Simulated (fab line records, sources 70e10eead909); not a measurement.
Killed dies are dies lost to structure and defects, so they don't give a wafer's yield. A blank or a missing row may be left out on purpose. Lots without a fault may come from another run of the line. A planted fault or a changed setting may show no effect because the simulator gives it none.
fab line records | flow nand_harc
record lots=12 wafers=36 last_day=33
route steps=1302 shown A_WL_FILL@958 A_CONTACT@985 END@1302
lots that met no fault: from a run of the same line without faults
start_h: hours from the record's first day to the start of the lot's first wafer shown | wait_h: hours since the lot's step before | " the same as in the row above | L1.1+2: a row that stands for several wafers | - no value, or no start given | * or withheld: withheld | < > ~ a bound
route shown NAME@n: a module of which the file shows steps, and the number in the route of the first | usual: mean/standard deviation of fault-free wafers | same: alike in all rows | chamber/n: place in a boat | sites: the reading at each site | _std_site: their standard deviation | _edge_site: outer sites' mean less inner sites' | radius_mm: how far each site lies from the wafer's centre | mask NAME#n: copy n | behind: the tool/chamber that last shaped the wafer | hold: why the lot was held/for how many hours/how that ended | device: the transistor (n, p or np) that didn't switch | end of line: the same wafers' tests at the end of the route | a step without rows: its recipe alone | killed: dies lost to structure and defects at the first sort, not the wafer's yield | map: a wafer's dies, x killed, . not, _ none there
set.NAME: the setting as run; set.NAME@STEP: as run at that earlier step | model.NAME: the simulator's own value behind a step, which no gauge read
steps of the route over a sample of lots; a table a step, a row a wafer
services: from which hour (start_h, from the record's first day; less than 0 if before it) a tool's chamber was out of use, for how many hours, and why
## steps
# step NHARC_A_WL_FILL_ETCHBACK_05
# recipe target_depth_a=220 time_s=60 temp_c=40 chemistry=Cl2/BCl3
# usual drypump_motor_current_A=5.7/0.45 oes_product_au=1.002/0.01 run_length_s=80.9/0.4
# columns lot.wafer tool chamber start_h wait_h drypump_motor_current_A oes_product_au rf_hours_counter_h run_length_s
L819.2 rie_metal-03 1 485.39 0.2 5.8 0.984 2.4 81.1
L819.4 " 0 " " 6.5 0.990 - 81.1
L819.6 " 1 " " 5.8 0.990 - 81.2
L821.2 rie_metal-01 0 502.12 0.2 4.8 1.005 1.7 80.8
L821.1 " 1 " " 5.5 1.023 1.7 81.1
L821.5 " 0 " " 4.9 1.001 - 81.0
L825.1 rie_metal-03 0 530.92 0.2 6.5 1.005 0.1 81.3
L825.2 " 0 " " 6.4 1.001 - 81.0
L825.5 " 0 " " 6.4 1.015 - 81.4
L823.2 rie_metal-01 1 534.83 0.2 5.5 1.003 2.2 81.3
L823.3 " 1 " " 5.5 1.014 - 81.1
L823.5 " 0 " " 4.9 1.001 - 80.6
L826.2 rie_metal-02 1 560.22 0.2 5.7 1.015 1.5 80.3
L826.4 " 0 " " 5.5 1.006 - 81.3
L826.6 " 0 " " 5.6 1.014 - 80.9
L829.3 rie_metal-02 1 590.18 0.1 5.7 1.000 - 80.1
L829.5 " 0 " " 5.5 1.004 - 80.7
L829.6 " 1 " " 5.7 0.998 - 80.2
L831.1 rie_metal-01 1 611.24 0.2 5.5 0.989 0.4 81.2
L831.6 " 0 " " 4.8 0.990 - 80.4
L831.5 " 1 " " 5.5 0.994 - 81.1
L830.2 rie_metal-03 0 615.06 0.2 6.5 0.996 1.6 81.0
L830.4 " 1 " " 5.8 0.980 - 80.9
L830.3 " 0 " " 6.5 0.998 - 81.0
L837.2 rie_metal-02 0 663.50 0.2 5.6 1.010 0.6 80.9
L837.1 " 1 " " 5.7 1.012 0.6 80.3
L837.6 " 0 " " 5.5 1.005 - 81.1
L838.4 rie_metal-01 1 672.55 0.2 5.5 0.996 - 81.2
L838.3 " 0 " " 4.8 0.989 - 80.8
L838.6 " 1 " " 5.5 1.001 - 81.1
L839.3 rie_metal-02 0 695.62 0.2 5.5 1.007 - 81.0
L839.4 " 1 " " 5.7 1.008 - 80.5
L839.5 " 0 " " 5.5 1.000 - 80.6
L840.3 rie_metal-02 1 703.78 0.1 5.7 1.000 - 80.3
L840.4 " 0 " " 5.5 1.001 - 80.7
L840.5 " 0 " " 5.5 0.995 - 80.6
# step NHARC_A_WL_FILL_STRIP_27
# recipe power_w=1500 temp_c=250 time_s=20 chemistry=N2/H2
# usual drypump_motor_current_A=6.1/0.44 heater_power_w=339/22
# columns lot.wafer tool chamber start_h wait_h drypump_motor_current_A heater_power_w rf_hours_counter_h
L819.2 plasma_asher-02 0 485.54 0.1 6.7 320 11
L819.4 " 0 " " 6.7 311 -
L819.6 " 0 " " 6.7 313 -
L821.2 plasma_asher-01 1 502.25 0.1 5.7 376 31
L821.1 " 0 " " 5.7 336 31
L821.5 " 1 " " 5.7 384 -
L825.2 plasma_asher-02 1 531.13 0.2 5.9 352 21
L825.1 " 0 " " 6.7 312 21
L825.5 " 0 " " 6.7 310 -
L823.2 plasma_asher-01 1 534.96 0.1 5.7 366 1
L823.3 " 1 " " 5.7 354 -
L823.5 " 1 " " 5.7 366 -
L826.2 plasma_asher-01 1 560.35 0.1 5.7 372 6
L826.4 " 0 " " 5.7 331 -
L826.6 " 1 " " 5.7 369 -
L829.3 plasma_asher-02 0 590.33 0.1 6.7 309 -
L829.5 " 0 " " 6.7 305 -
L829.6 " 1 " " 5.9 350 -
L831.1 plasma_asher-01 0 611.39 0.1 5.7 336 18
L831.5 " 1 " " 5.6 364 -
L831.6 " 0 " " 5.7 332 -
L830.2 plasma_asher-02 1 615.19 0.1 5.9 357 1
L830.4 " 1 " " 5.9 354 -
L830.3 " 0 " " 6.7 312 -
L837.1 plasma_asher-02 0 663.64 0.1 6.7 313 11
L837.2 " 1 " " 5.9 345 11
L837.6 " 1 " " 5.9 352 -
L838.4 plasma_asher-02 0 672.71 0.1 6.7 314 -
L838.3 " 1 " " 5.8 350 -
L838.6 " 1 " " 5.9 353 -
L839.4 plasma_asher-02 1 695.78 0.1 5.9 346 -
L839.3 " 0 " " 6.7 317 -
L839.5 " 0 " " 6.7 314 -
L840.4 plasma_asher-02 0 703.94 0.1 6.7 313 -
L840.3 " 1 " " 5.9 359 -
L840.5 " 1 " " 5.9 351 -
# step NHARC_A_WL_FILL_ETCHBACK_26
# recipe target_depth_a=520 time_s=13.3 hbr_flow_sccm=150 rf_w=350 icp_w=350 bias_w=60 chemistry=HBr
# usual drypump_motor_current_A=5.9/0.46 hbr_flow_sccm=150.0/0.47 oes_product_au=1.002/0.0099 run_length_s=34.7/0.37 throttle_valve_pct=23.265/0.01
# columns lot.wafer tool chamber start_h wait_h drypump_motor_current_A hbr_flow_sccm oes_product_au rf_hours_counter_h run_length_s throttle_valve_pct
L819.2 rie_si-06 2 501.81 0.4 6.8 150.0 1.007 0.5 35.0 23.241
L819.4 " 0 " " 5.6 150.4 1.002 0.5 34.4 23.267
L819.6 " 2 " " 6.8 150.0 0.992 - 34.6 23.255
L821.1 rie_si-05 0 517.74 0.4 5.3 149.4 0.997 0.2 34.4 23.253
L821.2 " 1 " " 6.0 149.9 1.006 0.1 34.2 23.260
L821.5 " 0 " " 5.2 149.5 0.988 - 34.5 23.262
L825.2 rie_si-06 0 546.19 0.4 5.6 149.8 1.005 0.8 34.2 23.274
L825.1 " 1 " " 6.3 150.0 1.011 0.8 34.4 23.259
L825.5 " 1 " " 6.3 149.3 1.007 - 34.3 23.262
L823.2 rie_si-06 2 552.42 0.4 6.8 149.3 0.987 0.7 34.5 23.270
L823.3 " 0 " " 5.6 150.5 1.005 0.9 34.1 23.252
L823.5 " 2 " " 6.8 149.6 0.990 - 34.7 23.258
L826.2 rie_si-05 2 575.75 0.4 5.5 149.8 1.019 0.5 34.6 23.258
L826.4 " 0 " " 5.3 149.8 0.994 0.6 34.6 23.283
L826.6 " 3 " " 6.0 149.9 1.015 - 34.2 23.254
L829.3 rie_si-02 3 605.97 0.4 5.7 149.7 0.998 0.9 35.0 23.280
L829.5 " 1 " " 6.2 150.4 1.009 - 34.9 23.271
L829.6 " 2 " " 6.5 150.4 1.017 - 34.6 23.275
L831.1 rie_si-06 2 626.27 0.4 6.7 149.9 0.998 0.1 31.4 23.262
L831.5 " 1 " " 6.3 149.7 1.009 - 31.4 23.258
L831.6 " 2 " " 6.7 149.9 1.012 - 31.2 23.260
L830.4 rie_si-06 2 634.05 0.4 6.8 150.9 0.990 0.2 31.4 23.264
L830.3 " 3 " " 5.8 149.3 1.011 0.2 31.3 23.273
L830.2 " 0 " " 5.6 149.9 1.002 0.1 30.8 23.296
L837.2 rie_si-02 2 682.78 0.4 6.6 150.0 0.987 0.2 34.5 23.256
L837.1 " 3 " " 5.7 149.8 1.000 0.3 34.9 23.250
L837.6 " 0 " " 5.4 149.7 0.981 - 34.7 23.272
L838.3 rie_si-05 3 687.88 0.4 5.9 149.7 1.013 0.2 34.0 23.262
L838.4 " 2 " " 5.5 150.1 1.004 0.1 35.3 23.270
L838.6 " 3 " " 6.0 149.3 1.026 - 34.2 23.276
L839.3 rie_si-02 2 711.19 0.4 6.6 150.6 0.995 0.4 34.5 23.268
L839.4 " 0 " " 5.4 148.7 0.987 0.4 35.4 23.252
L839.5 " 2 " " 6.5 150.6 0.998 - 34.7 23.273
L840.4 rie_si-02 2 720.22 0.4 6.5 149.8 0.997 0.5 34.5 23.261
L840.3 " 3 " " 5.7 149.4 0.994 0.5 35.1 23.267
L840.5 " 0 " " 5.4 149.7 0.987 - 34.7 23.247
# step NHARC_A_CONTACT_DEP_28
# recipe target_thk_a=70000 temp_c=400 material=aC
# usual throttle_valve_pct=35.000/0.0094
# columns lot.wafer tool chamber start_h wait_h throttle_valve_pct
L819.2 acl_dep-03 0 504.28 0.8 34.999
L819.4 " 0 505.67 2.1 35.022
L819.6 " 0 507.07 3.5 34.992
L821.1 acl_dep-02 0 523.71 4.2 35.017
L821.2 " 0 " " 35.001
L821.5 " 0 526.48 7.0 34.988
L825.1 acl_dep-02 0 548.36 0.1 35.003
L825.2 " 0 " " 35.010
L825.5 " 0 551.18 2.9 34.992
L823.2 acl_dep-03 0 555.14 0.8 34.983
L823.3 " 0 " " 35.011
L823.5 " 0 557.23 2.9 34.994
L826.2 acl_dep-03 0 578.25 0.8 34.991
L826.4 " 0 579.68 2.2 35.002
L826.6 " 0 581.11 3.6 35.000
L829.3 acl_dep-01 0 609.30 1.5 35.014
L829.5 " 0 610.72 2.9 35.007
L829.6 " 0 " " 34.984
L831.1 acl_dep-01 0 628.03 0.1 34.991
L831.5 " 0 630.89 2.9 35.005
L831.6 " 0 " " 34.995
L830.2 acl_dep-01 0 636.82 0.9 34.999
L830.3 " 0 " " 34.992
L830.4 " 0 " " 34.997
L837.1 acl_dep-01 0 687.93 3.4 34.997
L837.2 " 0 " " 34.993
L837.6 " 0 691.45 7.0 34.992
L838.3 acl_dep-03 0 693.16 3.5 35.006
L838.4 " 0 " " 34.987
L838.6 " 0 695.29 5.7 34.985
L839.3 acl_dep-03 0 715.67 2.7 34.986
L839.4 " 0 " " 35.013
L839.5 " 0 " " 34.997
L840.3 acl_dep-02 0 723.37 1.4 35.013
L840.4 " 0 " " 35.004
L840.5 " 0 " " 34.991
# step NHARC_END_SORT_01
# recipe temp_c=25
# usual killed_at_array=50/16 killed_at_other=0.8/1 killed_at_periphery=4/3.1 killed_dies=54/16 killed_open=3.2/2 killed_short=2.5/1.6
# same gross_dies=677
# columns lot.wafer tool chamber start_h wait_h killed_at_array killed_at_other killed_at_periphery killed_dies killed_open killed_short
L819.2 prober-02 0 581.50 2.8 46 1 3 50 2 6
L819.4 prober-02 0 583.08 3.4 41 0 4 45 3 2
L819.6 prober-02 0 584.67 4.0 34 1 1 36 3 1
L826.2 prober-01 0 651.69 2.8 22 0 2 24 1 1
L826.4 prober-01 0 653.29 3.4 15 0 2 17 2 2
L826.6 prober-01 0 654.88 4.0 21 1 2 24 4 1
L830.2 prober-01 0 705.65 2.8 48 0 0 48 1 2
L830.3 prober-01 0 706.45 3.1 67 0 4 71 5 4
L830.4 prober-01 0 707.25 3.4 90 1 3 94 4 4
L831.1 prober-02 0 712.63 2.5 64 1 8 73 4 3
L831.5 prober-02 0 715.84 3.7 65 0 4 69 3 3
L831.6 prober-02 0 716.64 4.0 53 0 1 54 3 4
L837.1 prober-02 0 765.21 2.5 28 1 2 31 5 3
L837.2 prober-02 0 766.00 2.8 33 1 2 36 6 3
L837.6 prober-02 0 769.14 3.9 22 1 0 23 3 3
L838.3 prober-01 0 775.23 3.1 46 2 6 54 5 2
L838.4 prober-01 0 776.05 3.4 45 3 2 50 3 1
L838.6 prober-01 0 777.67 4.1 46 2 6 54 7 5
L839.3 prober-02 0 791.64 3.1 80 1 4 85 2 4
L839.4 prober-02 0 792.42 3.3 59 1 3 63 6 5
L839.5 prober-02 0 793.20 3.6 67 1 1 69 3 3
# killed by level:class
L819.2 A_CHANNEL_HOLE_D2:chamber_film_flake=33 A_WL_FILL:geometric_particle:short=3 A_CHANNEL_HOLE_D1:chamber_film_flake=2 A_CHANNEL_FILL_D1:chamber_film_flake=2 P_CONTACT:geometric_particle:open=1 P_M0:geometric_particle:short=1 A_ONON_D1:geometric_particle:short=1 A_SGD_CUT:geometric_particle:short=1
L819.4 A_CHANNEL_HOLE_D2:chamber_film_flake=30 A_CHANNEL_FILL_D1:chamber_film_flake=4 P_GATE:chamber_film_flake=2 P_M0:geometric_particle:open=1 A_DECK1_JOINT:geometric_particle:short=1 A_ONON_D2:geometric_particle:short=1 A_M0:geometric_particle:open=1 A_M1:geometric_particle:open=1
L819.6 A_CHANNEL_HOLE_D2:chamber_film_flake=26 A_DECK1_JOINT:chamber_film_flake=2 P_GATE:geometric_particle:open=1 A_CHANNEL_FILL_D2:geometric_particle:short=1 A_CHANNEL_FILL_D2:geometric_particle:open=1 A_BLC:geometric_particle:open=1 A_CHANNEL_HOLE_D1:chamber_film_flake=1 A_CHANNEL_FILL_D2:chamber_film_flake=1
L826.2 A_CHANNEL_HOLE_D1:chamber_film_flake=6 A_STAIRCASE:chamber_film_flake=4 A_M0:chamber_film_flake=3 A_CHANNEL_HOLE_D2:unspecified=2 A_CHANNEL_HOLE_D2:chamber_film_flake=2 A_WL_FILL:chamber_film_flake=2 A_ONON_D2:geometric_particle:open=1 A_WL_FILL:geometric_particle:short=1
L826.4 A_CHANNEL_HOLE_D1:chamber_film_flake=3 A_CONTACT:chamber_film_flake=2 A_M0:chamber_film_flake=2 A_ONON_D1:geometric_particle:open=1 A_DECK1_JOINT:geometric_particle:short=1 A_DECK1_JOINT:geometric_particle:open=1 A_SGD_CUT:geometric_particle:short=1 P_ZERO_WELL:chamber_film_flake=1
L826.6 A_M0:chamber_film_flake=6 A_CHANNEL_HOLE_D1:chamber_film_flake=4 A_BLC:geometric_particle:open=2 A_CHANNEL_HOLE_D2:unspecified=2 A_STAIRCASE:chamber_film_flake=2 A_SLIT:chamber_film_flake=2 A_CHANNEL_HOLE_D2:geometric_particle:short=1 A_M1:geometric_particle:open=1
L830.2 A_SLIT:chamber_film_flake=19 A_CHANNEL_HOLE_D2:chamber_film_flake=10 A_CHANNEL_HOLE_D1:chamber_film_flake=10 A_STAIRCASE:chamber_film_flake=3 A_DECK1_JOINT:geometric_particle:short=1 A_SGD_CUT:geometric_particle:short=1 A_M0:geometric_particle:open=1 A_ZERO_WELL:chamber_film_flake=1
L830.3 A_SLIT:chamber_film_flake=19 A_CHANNEL_HOLE_D2:chamber_film_flake=16 A_CHANNEL_HOLE_D1:chamber_film_flake=14 A_STAIRCASE:chamber_film_flake=4 A_CONTACT:chamber_film_flake=3 P_CONTACT:geometric_particle:open=2 A_M1:chamber_film_flake=2 A_ONON_D1:geometric_particle:short=1
L830.4 A_CHANNEL_HOLE_D2:chamber_film_flake=28 A_CHANNEL_HOLE_D1:chamber_film_flake=27 A_SLIT:chamber_film_flake=23 A_M1:chamber_film_flake=3 A_M0:geometric_particle:open=2 P_GATE:geometric_particle:open=1 P_M0:geometric_particle:short=1 A_ONON_D1:geometric_particle:open=1
L831.1 A_CHANNEL_HOLE_D1:chamber_film_flake=34 A_CHANNEL_HOLE_D2:chamber_film_flake=14 A_CONTACT:chamber_film_flake=8 P_M2:chamber_film_flake=5 P_CONTACT:geometric_particle:open=2 A_SLIT:chamber_film_flake=2 A_ONON_D2:geometric_particle:short=1 A_SGD_CUT:geometric_particle:short=1
L831.5 A_CHANNEL_HOLE_D1:chamber_film_flake=29 A_CHANNEL_HOLE_D2:chamber_film_flake=16 A_CONTACT:chamber_film_flake=10 A_SLIT:chamber_film_flake=3 A_WL_FILL:geometric_particle:short=2 P_M2:chamber_film_flake=2 P_M0:geometric_particle:open=1 A_ONON_D2:geometric_particle:short=1
L831.6 A_CHANNEL_HOLE_D1:chamber_film_flake=15 A_CHANNEL_HOLE_D2:chamber_film_flake=11 A_CONTACT:chamber_film_flake=9 A_SLIT:chamber_film_flake=3 A_WL_FILL:chamber_film_flake=3 A_M1:chamber_film_flake=3 A_CHANNEL_FILL_D1:geometric_particle:open=1 A_ONON_D2:geometric_particle:short=1
L837.1 A_CHANNEL_HOLE_D1:chamber_film_flake=12 A_SLIT:chamber_film_flake=4 A_DECK1_JOINT:geometric_particle:open=2 A_M0:geometric_particle:short=2 A_CONTACT:chamber_film_flake=2 A_ONON_D2:geometric_particle:open=1 A_ONON_D2:geometric_particle:short=1 A_SGD_CUT:geometric_particle:open=1
L837.2 A_CHANNEL_HOLE_D1:chamber_film_flake=15 A_SLIT:chamber_film_flake=5 A_CHANNEL_FILL_D1:chamber_film_flake=2 P_GATE:geometric_particle:open=1 A_ONON_D1:geometric_particle:short=1 A_CHANNEL_HOLE_D2:geometric_particle:open=1 A_CHANNEL_FILL_D2:geometric_particle:short=1 A_CHANNEL_FILL_D2:geometric_particle:open=1
L837.6 A_CHANNEL_HOLE_D1:chamber_film_flake=8 A_CHANNEL_FILL_D1:chamber_film_flake=3 A_SLIT:chamber_film_flake=3 A_WL_FILL:geometric_particle:short=2 A_BLC:geometric_particle:open=2 A_ONON_D1:geometric_particle:short=1 A_M0:geometric_particle:open=1 A_ZERO_WELL:chamber_film_flake=1
L838.3 A_CHANNEL_HOLE_D2:chamber_film_flake=28 A_SLIT:chamber_film_flake=4 A_CONTACT:chamber_film_flake=4 P_GATE:chamber_film_flake=3 P_M1:chamber_film_flake=2 A_CHANNEL_FILL_D1:geometric_particle:short=2 A_CHANNEL_FILL_D2:geometric_particle:open=2 A_M0:geometric_particle:open=2
L838.4 A_CHANNEL_HOLE_D2:chamber_film_flake=20 A_CONTACT:chamber_film_flake=6 A_CHANNEL_FILL_D1:chamber_film_flake=5 A_SLIT:chamber_film_flake=5 THIN_TSV:chamber_film_flake=3 A_STAIRCASE:chamber_film_flake=2 A_CHANNEL_HOLE_D1:geometric_particle:open=1 A_CHANNEL_FILL_D1:geometric_particle:short=1
L838.6 A_CHANNEL_HOLE_D2:chamber_film_flake=24 A_SLIT:chamber_film_flake=5 A_CHANNEL_FILL_D2:chamber_film_flake=3 P_M0:geometric_particle:open=2 A_CHANNEL_FILL_D1:geometric_particle:short=2 P_GATE:chamber_film_flake=2 A_CHANNEL_FILL_D1:chamber_film_flake=2 A_CONTACT:chamber_film_flake=2
L839.3 A_CHANNEL_HOLE_D2:chamber_film_flake=23 A_CHANNEL_HOLE_D1:chamber_film_flake=17 A_SLIT:chamber_film_flake=16 A_CONTACT:chamber_film_flake=9 A_STAIRCASE:chamber_film_flake=4 A_CHANNEL_FILL_D2:chamber_film_flake=3 A_WL_FILL:chamber_film_flake=3 P_CONTACT:geometric_particle:short=2
L839.4 A_CHANNEL_HOLE_D2:chamber_film_flake=25 A_CHANNEL_HOLE_D1:chamber_film_flake=13 A_SLIT:chamber_film_flake=5 A_CONTACT:chamber_film_flake=3 P_GATE:geometric_particle:short=2 A_CHANNEL_FILL_D1:geometric_particle:open=2 A_STAIRCASE:chamber_film_flake=2 A_WL_FILL:chamber_film_flake=2
L839.5 A_CHANNEL_HOLE_D2:chamber_film_flake=27 A_CHANNEL_HOLE_D1:chamber_film_flake=15 A_SLIT:chamber_film_flake=8 A_CONTACT:chamber_film_flake=7 A_STAIRCASE:chamber_film_flake=3 A_CHANNEL_FILL_D2:chamber_film_flake=2 P_M1:geometric_particle:short=1 A_CHANNEL_FILL_D1:geometric_particle:open=1
## services
# columns tool chamber start_h hours kind
plasma_asher-01 - 463.26 1.5 repair
rie_si-05 - 482.00 9.0 pm
acl_dep-03 - 482.03 13.0 pm
plasma_asher-01 - 519.00 9.0 pm
rie_metal-03 - 519.00 9.0 pm
plasma_asher-02 - 524.06 1.6 repair
acl_dep-01 - 552.66 13.0 pm
rie_metal-01 - 575.00 9.0 pm
rie_metal-03 - 580.86 1.5 repair
plasma_asher-02 - 603.00 9.0 pm
rie_si-06 - 603.00 9.0 pm
acl_dep-02 - 605.55 13.0 pm
rie_si-02 2 606.19 7.0 repair
rie_si-02 2 615.40 31.5 repair
rie_metal-03 - 622.71 2.1 repair
rie_metal-03 1 625.49 9.5 repair
rie_metal-02 - 631.00 9.0 pm
rie_si-02 - 631.00 9.0 pm
rie_si-05 3 632.19 9.0 repair
rie_si-06 1 636.00 1.3 repair
rie_si-02 0 649.85 4.6 repair
acl_dep-03 - 663.03 13.0 pm
plasma_asher-01 - 696.00 9.0 pm
rie_metal-01 - 718.57 0.8 repair
## key
first_sign step=NHARC_A_WL_FILL_ETCHBACK_26 reading=run_length_s direction=down sigmas=9.1 usual=* struck=*
effect none on later readings
met_at NHARC_A_WL_FILL_ETCHBACK_26
struck_lots L830,L831
tester_left_out L830,L831
not_acting_at NHARC_A_WL_FILL_ETCHBACK_05,NHARC_A_WL_FILL_STRIP_27,NHARC_A_CONTACT_DEP_28
onset_between 552.42 626.27
fault kind=process_parameter_drift tool=rie_si-06 chamber=- onset_h=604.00 steps=NHARC_A_WL_FILL_ETCHBACK_26 channel=time_s offset=* shape=step end_h=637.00 acts_in=* stated=*
# tester_left_out: of these lots the tester's yield and bins aren't shown, on N5 and GAA mostly nor the transistor test; their killed dies are dies lost to structure and defects alone, not to doping, threshold or leakage, so they don't give the yield
